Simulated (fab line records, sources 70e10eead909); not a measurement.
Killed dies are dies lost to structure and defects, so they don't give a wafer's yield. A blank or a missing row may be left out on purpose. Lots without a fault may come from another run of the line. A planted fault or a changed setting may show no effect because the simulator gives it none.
fab line records | flow nand_harc
record lots=11 wafers=33 last_day=34
route steps=1302 shown P_ZERO_WELL@18 P_STI@89 P_GATE@131
lots that met no fault: from a run of the same line without faults
start_h: hours from the record's first day to the start of the lot's first wafer shown | wait_h: hours since the lot's step before | " the same as in the row above | L1.1+2: a row that stands for several wafers | - no value, or no start given | * or withheld: withheld | < > ~ a bound
route shown NAME@n: a module of which the file shows steps, and the number in the route of the first | usual: mean/standard deviation of fault-free wafers | same: alike in all rows | chamber/n: place in a boat | sites: the reading at each site | _std_site: their standard deviation | _edge_site: outer sites' mean less inner sites' | radius_mm: how far each site lies from the wafer's centre | mask NAME#n: copy n | behind: the tool/chamber that last shaped the wafer | hold: why the lot was held/for how many hours/how that ended | device: the transistor (n, p or np) that didn't switch | end of line: the same wafers' tests at the end of the route | a step without rows: its recipe alone | killed: dies lost to structure and defects at the first sort, not the wafer's yield | map: a wafer's dies, x killed, . not, _ none there
set.NAME: the setting as run; set.NAME@STEP: as run at that earlier step | model.NAME: the simulator's own value behind a step, which no gauge read
steps of the route over a sample of lots; a table a step, a row a wafer
services: from which hour (start_h, from the record's first day; less than 0 if before it) a tool's chamber was out of use, for how many hours, and why
## steps
# step NHARC_P_ZERO_WELL_ETCH_62
# recipe target_depth_a=130 time_s=6.5 chf3_flow_sccm=50 ar_flow_sccm=200 rf_w=500 bias_w=200 chemistry=CHF3/Ar
# usual drypump_motor_current_A=5.8/0.49 oes_product_au=0.962/0.016 rf_fwd_power_W=488.1/1.8 rf_vpp_V=370.1/2 showerhead_plenum_p_Torr=2.32/0.078 throttle_valve_pct=20.216/0.0082
# columns lot.wafer tool chamber start_h wait_h drypump_motor_current_A oes_product_au rf_fwd_power_W rf_hours_counter_h rf_vpp_V showerhead_plenum_p_Torr throttle_valve_pct
L957.3 rie_diel-10 1 - - 5.1 0.935 487.9 37 368.7 2.31 20.221
L957.2 " 2 " " 5.9 0.939 487.4 38 369.5 2.25 20.210
L957.6 " 0 " " 6.3 0.959 489.2 - 371.2 2.39 20.224
L959.4 rie_diel-10 0 - - 6.3 0.986 492.1 50 371.8 2.39 20.211
L959.1 " 1 " " 5.2 0.951 485.8 43 368.9 2.31 20.233
L959.3 " 2 " " 5.9 0.961 489.2 45 368.0 2.25 20.221
L960.4 rie_diel-07 3 - - 6.1 0.959 485.2 36 370.6 2.30 20.219
L960.3 " 2 " " 5.9 0.969 486.6 33 371.2 2.36 20.224
L960.6 " 0 " " 6.5 0.955 486.6 - 375.2 2.52 20.209
L961.1 rie_diel-07 0 - - 6.5 0.970 486.8 39 374.0 2.52 20.218
L961.4 " 1 " " 5.7 0.966 488.6 37 369.4 2.33 20.215
L961.6 " 2 " " 5.9 0.958 487.6 - 371.4 2.36 20.214
L963.4 rie_diel-07 1 - - 5.7 0.959 490.8 42 371.7 2.33 20.223
L963.5 " 1 " " 5.7 0.962 490.2 - 369.3 2.33 20.210
L963.6 " 2 " " 5.9 0.981 491.1 - 368.6 2.36 20.214
L966.2 rie_diel-10 0 - - 6.3 0.978 489.6 10 372.5 2.38 20.223
L966.3 " 1 " " 5.2 0.977 486.1 10 369.8 2.30 20.220
L966.4 " 2 " " 5.9 0.963 487.7 11 369.4 2.24 20.218
L967.3 rie_diel-10 1 - - 5.1 0.973 487.2 12 367.9 2.30 20.213
L967.1 " 3 " " 5.6 0.970 488.6 13 369.7 2.28 20.216
L967.5 " 0 " " 6.3 0.965 487.6 - 370.5 2.38 20.219
L968.3 rie_diel-04 0 - - 4.6 0.957 487.9 48 367.7 2.18 20.207
L968.2 " 1 " " 4.9 0.965 491.4 40 367.8 2.23 20.220
L968.6 " 0 " " 4.6 0.971 492.0 - 367.8 2.18 20.223
L969.4 rie_diel-04 2 - - 5.8 0.958 490.3 37 369.7 2.32 20.231
L969.3 " 0 " " 4.6 0.979 484.1 49 366.8 2.18 20.205
L969.5 " 2 " " 5.8 0.958 489.8 - 369.9 2.32 20.204
L974.3 rie_diel-07 0 - - 6.5 0.972 487.3 21 374.5 2.50 20.217
L974.4 " 1 " " 5.7 0.973 491.2 19 369.6 2.32 20.214
L974.6 " 2 " " 5.9 0.983 489.0 - 371.7 2.35 20.226
L978.2 rie_diel-10 0 - - 6.3 0.984 486.6 48 370.1 2.37 20.207
L978.1 " 2 " " 5.9 0.968 490.2 48 367.3 2.23 20.226
L978.5 " 0 " " 6.3 0.989 490.5 - 371.7 2.37 20.230
# step NHARC_P_STI_ETCH_31
# recipe target_depth_a=1089 time_s=54.5 cf4_flow_sccm=100 chf3_flow_sccm=30 ar_flow_sccm=0 rf_w=500 bias_w=200 chemistry=CF4/CHF3
# usual cf4_flow_sccm=100.0/0.31 drypump_motor_current_A=5.8/0.49 oes_product_au=0.962/0.018 rf_fwd_power_W=494.8/2 rf_vpp_V=370.1/2.5 showerhead_plenum_p_Torr=1.56/0.074 throttle_valve_pct=16.801/0.0084
# columns lot.wafer tool chamber start_h wait_h cf4_flow_sccm drypump_motor_current_A oes_product_au rf_fwd_power_W rf_hours_counter_h rf_vpp_V showerhead_plenum_p_Torr throttle_valve_pct
L957.3 rie_diel-09 3 - - 99.9 6.2 0.965 497.6 3 374.6 1.69 16.795
L957.2 " 1 " " 99.7 6.0 0.964 499.5 3 369.4 1.50 16.809
L957.6 " 3 " " 100.3 6.2 0.979 500.2 - 374.7 1.69 16.810
L959.3 rie_diel-08 1 - - 100.2 6.8 0.987 494.6 2 372.1 1.59 16.785
L959.4 " 3 " " 99.6 5.9 0.970 496.5 2 374.8 1.68 16.801
L959.1 " 0 " " 99.7 5.8 0.971 496.2 2 367.5 1.48 16.791
L960.3 rie_diel-09 2 - - 100.3 5.6 0.956 492.4 6 373.3 1.64 16.808
L960.4 " 0 " " 100.1 5.6 0.944 494.2 5 367.4 1.48 16.807
L960.6 " 2 " " 100.0 5.6 0.960 493.0 - 372.9 1.64 16.800
L961.1 rie_diel-12 2 - - 100.1 5.2 0.963 496.3 12 367.8 1.52 16.808
L961.4 " 1 " " 100.0 6.6 0.981 497.8 13 369.4 1.57 16.795
L961.6 " 3 " " 99.6 5.1 0.960 495.1 - 368.0 1.47 16.798
L963.4 rie_diel-09 1 - - 100.4 6.0 0.972 491.9 8 368.6 1.50 16.795
L963.5 " 1 " " 100.1 6.0 0.965 494.7 - 369.9 1.50 16.802
L963.6 " 2 " " 99.9 5.6 0.977 495.7 - 371.9 1.64 16.788
L966.4 rie_diel-12 0 - - 100.3 6.0 0.981 492.7 2 368.9 1.54 16.792
L966.2 " 1 " " 100.1 6.6 0.958 499.3 3 370.7 1.56 16.807
L966.3 " 2 " " 100.3 5.1 0.966 494.7 3 370.2 1.52 16.807
L967.1 rie_diel-09 0 - - 100.0 5.6 0.951 493.2 9 365.4 1.47 16.801
L967.3 " 1 " " 99.4 6.0 0.964 496.1 9 368.8 1.50 16.809
L967.5 " 1 " " 99.8 6.0 0.965 497.0 - 367.8 1.50 16.799
L968.3 rie_diel-12 2 - - 100.4 5.2 0.939 494.0 4 368.3 1.52 16.818
L968.2 " 3 " " 100.2 5.1 0.944 493.6 3 366.5 1.47 16.798
L968.6 " 2 " " 99.7 5.1 0.935 495.3 - 369.5 1.52 16.802
L969.4 rie_diel-12 0 - - 99.9 6.0 0.991 490.6 5 369.1 1.54 16.796
L969.3 " 2 " " 99.6 5.2 0.969 493.4 5 369.5 1.52 16.791
L969.5 " 0 " " 100.1 5.9 0.986 491.8 - 369.3 1.54 16.790
L974.3 rie_diel-12 2 - - 100.4 5.1 0.973 493.3 10 368.8 1.52 16.806
L974.4 " 0 " " 100.0 6.0 0.996 493.4 10 369.7 1.54 16.786
L974.6 " 3 " " 99.4 5.1 0.986 491.6 - 366.9 1.47 16.811
L978.1 rie_diel-12 2 - - 100.1 5.2 0.921 495.0 12 367.3 1.51 16.802
L978.2 " 1 " " 100.2 6.6 0.933 495.7 13 370.3 1.56 16.806
L978.5 " 2 " " 100.1 5.2 0.915 495.0 - 366.8 1.51 16.792
# step NHARC_P_STI_ETCH_15
# recipe target_depth_a=3000 taper_deg=4 time_s=100.1 hbr_flow_sccm=150 cl2_flow_sccm=50 rf_w=400 icp_w=400 bias_w=100 chemistry=HBr/Cl2
# usual drypump_motor_current_A=5.8/0.42 oes_product_au=1.000/0.0069 rf_fwd_power_W=397.5/1.3 throttle_valve_pct=26.405/0.0088
# columns lot.wafer tool chamber start_h wait_h drypump_motor_current_A oes_product_au rf_fwd_power_W rf_hours_counter_h throttle_valve_pct
L957.3 rie_si-04 2 44.61 - 5.9 0.999 398.9 0.3 26.398
L957.2 " 3 " " 6.0 1.001 398.3 0.2 26.392
L957.6 " 1 " " 6.1 1.003 397.2 - 26.394
L959.3 rie_si-01 1 63.62 - 5.3 0.995 397.1 0.4 26.405
L959.1 " 2 " " 5.5 1.006 395.9 0.3 26.393
L959.4 " 0 " " 6.2 0.991 395.0 0.3 26.406
L960.4 rie_si-04 1 76.02 - 6.1 1.012 397.4 0.7 26.426
L960.3 " 2 " " 5.9 1.004 399.6 0.6 26.395
L960.6 " 2 " " 5.9 1.004 397.6 - 26.403
L961.1 rie_si-04 2 86.60 - 5.9 0.999 397.9 0.7 26.400
L961.4 " 3 " " 6.0 0.993 398.9 0.5 26.408
L961.6 " 2 " " 5.8 0.998 397.0 - 26.403
L963.4 rie_si-01 0 104.23 - 6.1 1.005 396.2 0.5 26.411
L963.5 " 0 " " 6.2 0.986 394.7 - 26.415
L963.6 " 1 " " 5.3 1.007 395.2 - 26.403
L966.4 rie_si-04 0 132.98 - 5.1 0.997 399.1 0.7 26.398
L966.3 " 1 " " 6.1 0.993 398.2 1.1 26.407
L966.2 " 2 " " 5.9 1.000 398.6 1.1 26.388
L967.3 rie_si-04 2 143.01 - 5.9 1.016 396.7 1.2 26.398
L967.1 " 3 " " 6.0 0.996 397.2 0.9 26.410
L967.5 " 1 " " 6.1 1.005 397.9 - 26.410
L968.3 rie_si-03 1 153.76 - 5.6 0.999 398.1 0.5 26.411
L968.2 " 2 " " 5.7 0.999 396.8 0.5 26.396
L968.6 " 0 " " 5.6 0.991 395.6 - 26.382
L969.4 rie_si-04 1 163.36 - 6.1 1.011 398.7 1.4 26.401
L969.3 " 2 " " 5.9 1.005 399.5 1.3 26.391
L969.5 " 1 " " 6.1 1.010 399.6 - 26.406
L974.3 rie_si-01 2 213.70 - 5.5 0.993 396.9 0.1 26.407
L974.6 " 2 " " 5.5 0.995 397.8 - 26.415
L974.4 " 3 " " 6.6 0.986 398.6 - 26.415
L978.2 rie_si-01 0 254.20 - 6.2 0.995 396.8 0.4 26.416
L978.1 " 1 " " 5.3 0.996 398.2 0.3 26.407
L978.5 " 2 " " 5.5 0.737 398.1 - 26.397
# step NHARC_P_STI_OCD_MEAS_17
# usual trench_depth_nm=300.3/2.7 trench_foot_cd_nm=157.7/1.7
# columns lot.wafer tool chamber start_h wait_h trench_depth_nm trench_foot_cd_nm
L957.2 ocd-02 - 44.89 0.1 298.4 156.8
L957.3 " - " " 300.1 157.3
L957.6 " - " " 303.8 157.7
L959.1 ocd-01 - 63.87 0.1 298.8 156.3
L959.3 " - " " 300.1 156.2
L959.4 " - " " 297.9 156.8
L960.3 ocd-02 - 76.28 0.1 304.8 156.1
L960.4 " - " " 303.8 157.5
L960.6 " - " " 302.2 155.5
L961.1 ocd-01 - 86.83 0.1 301.1 157.3
L961.4 " - " " 299.9 159.6
L961.6 " - " " 300.8 157.3
L963.4 ocd-01 - 104.48 0.1 299.9 156.7
L963.5 " - " " 296.3 157.4
L963.6 " - " " 299.7 157.3
L966.2 ocd-02 - 133.22 0.1 299.6 159.9
L966.3 " - " " 301.3 159.1
L966.4 " - " " 301.4 159.1
L967.1 ocd-01 - 143.24 0.1 298.8 157.9
L967.3 " - " " 304.3 155.2
L967.5 " - " " 300.6 158.2
L968.2 ocd-02 - 154.05 0.1 302.2 154.1
L968.3 " - " " 295.7 155.9
L968.6 " - " " 294.8 159.0
L969.3 ocd-01 - 163.59 0.1 303.1 154.2
L969.4 " - " " 303.6 154.8
L969.5 " - " " 303.1 156.5
L974.3 ocd-01 - 213.99 0.1 298.0 157.7
L974.4 " - " " 298.5 161.1
L974.6 " - " " 296.2 161.9
L978.1 ocd-01 - 254.42 0.1 298.2 156.7
L978.2 " - " " 299.3 158.7
L978.5 " - " " 177.6 176.7
# step NHARC_P_GATE_HM_DEP_102
# recipe target_thk_a=1200 temp_c=400 material=aC
# usual throttle_valve_pct=35.000/0.0086
# columns lot.wafer tool chamber start_h wait_h throttle_valve_pct
L957.2 acl_dep-01 0 97.52 0.8 34.997
L957.3 " 0 " " 34.997
L957.6 " 0 " " 34.999
L959.1 acl_dep-03 0 114.86 2.2 35.022
L959.3 " 0 " " 34.988
L959.4 " 0 " " 35.022
L960.3 acl_dep-02 0 129.19 0.6 35.000
L960.4 " 0 " " 34.991
L960.6 " 0 " " 34.991
L961.1 acl_dep-03 0 137.73 0.4 34.979
L961.4 " 0 " " 34.991
L961.6 " 0 " " 35.006
L963.4 acl_dep-02 0 156.34 1.1 35.007
L963.5 " 0 " " 34.995
L963.6 " 0 " " 34.990
L966.2 acl_dep-03 0 185.47 0.8 35.016
L966.3 " 0 " " 35.008
L966.4 " 0 " " 34.998
L967.1 acl_dep-02 0 190.73 0.4 34.996
L967.3 " 0 " " 34.990
L967.5 " 0 " " 34.993
L968.2 acl_dep-03 0 208.72 5.3 34.989
L968.3 " 0 " " 35.000
L968.6 " 0 " " 35.002
L969.3 acl_dep-02 0 210.67 1.2 34.984
L969.4 " 0 " " 35.004
L969.5 " 0 " " 35.016
L974.3 acl_dep-01 0 264.76 0.6 35.005
L974.4 " 0 " " 35.006
L974.6 " 0 " " 34.989
L978.1 acl_dep-01 0 302.72 1.2 34.997
L978.2 " 0 " " 34.993
L978.5 " 0 " " 34.998
## services
# columns tool chamber start_h hours kind
rie_si-01 - 16.00 9.0 pm
rie_si-04 0 39.79 5.0 repair
acl_dep-02 - 60.11 13.0 pm
rie_diel-10 - 65.56 9.0 pm
rie_diel-10 - 79.02 0.8 repair
rie_diel-12 - 91.40 9.0 pm
rie_diel-10 3 105.62 4.3 repair
rie_diel-12 2 108.70 1.2 repair
rie_si-04 2 116.40 1.9 repair
rie_diel-07 - 117.20 9.0 pm
acl_dep-03 - 117.41 13.0 pm
rie_diel-10 2 117.65 6.5 repair
rie_diel-12 3 120.15 6.4 repair
rie_diel-07 1 141.65 5.9 repair
rie_diel-12 - 157.70 0.3 repair
rie_si-04 - 165.00 9.0 pm
rie_diel-12 1 219.83 6.2 repair
rie_diel-12 2 231.31 7.1 repair
rie_diel-12 3 232.37 7.8 repair
rie_diel-12 1 237.71 3.6 repair
rie_si-04 3 239.99 2.3 repair
rie_diel-10 - 242.56 9.0 pm
rie_diel-12 - 268.40 9.0 pm
rie_diel-10 2 296.65 10.1 repair
## key
first_sign step=NHARC_P_STI_ETCH_15 reading=oes_product_au direction=down sigmas=38 usual=1.000 struck=0.737
effect step=NHARC_P_STI_OCD_MEAS_17 reading=trench_depth_nm direction=down sigmas=46 usual=300.3 struck=177.6
met_at NHARC_P_STI_ETCH_15
struck_lots L978
struck_wafers L978.5
tester_left_out L978
not_acting_at NHARC_P_ZERO_WELL_ETCH_62,NHARC_P_STI_ETCH_31,NHARC_P_GATE_HM_DEP_102
onset_between 213.70 254.20
fault kind=process_parameter_drift tool=rie_si-01 chamber=2 onset_h=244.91 steps=NHARC_P_STI_ETCH_15 channel=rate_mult offset=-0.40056 shape=step end_h=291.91
# tester_left_out: of these lots the tester's yield and bins aren't shown, on N5 and GAA mostly nor the transistor test; their killed dies are dies lost to structure and defects alone, not to doping, threshold or leakage, so they don't give the yield
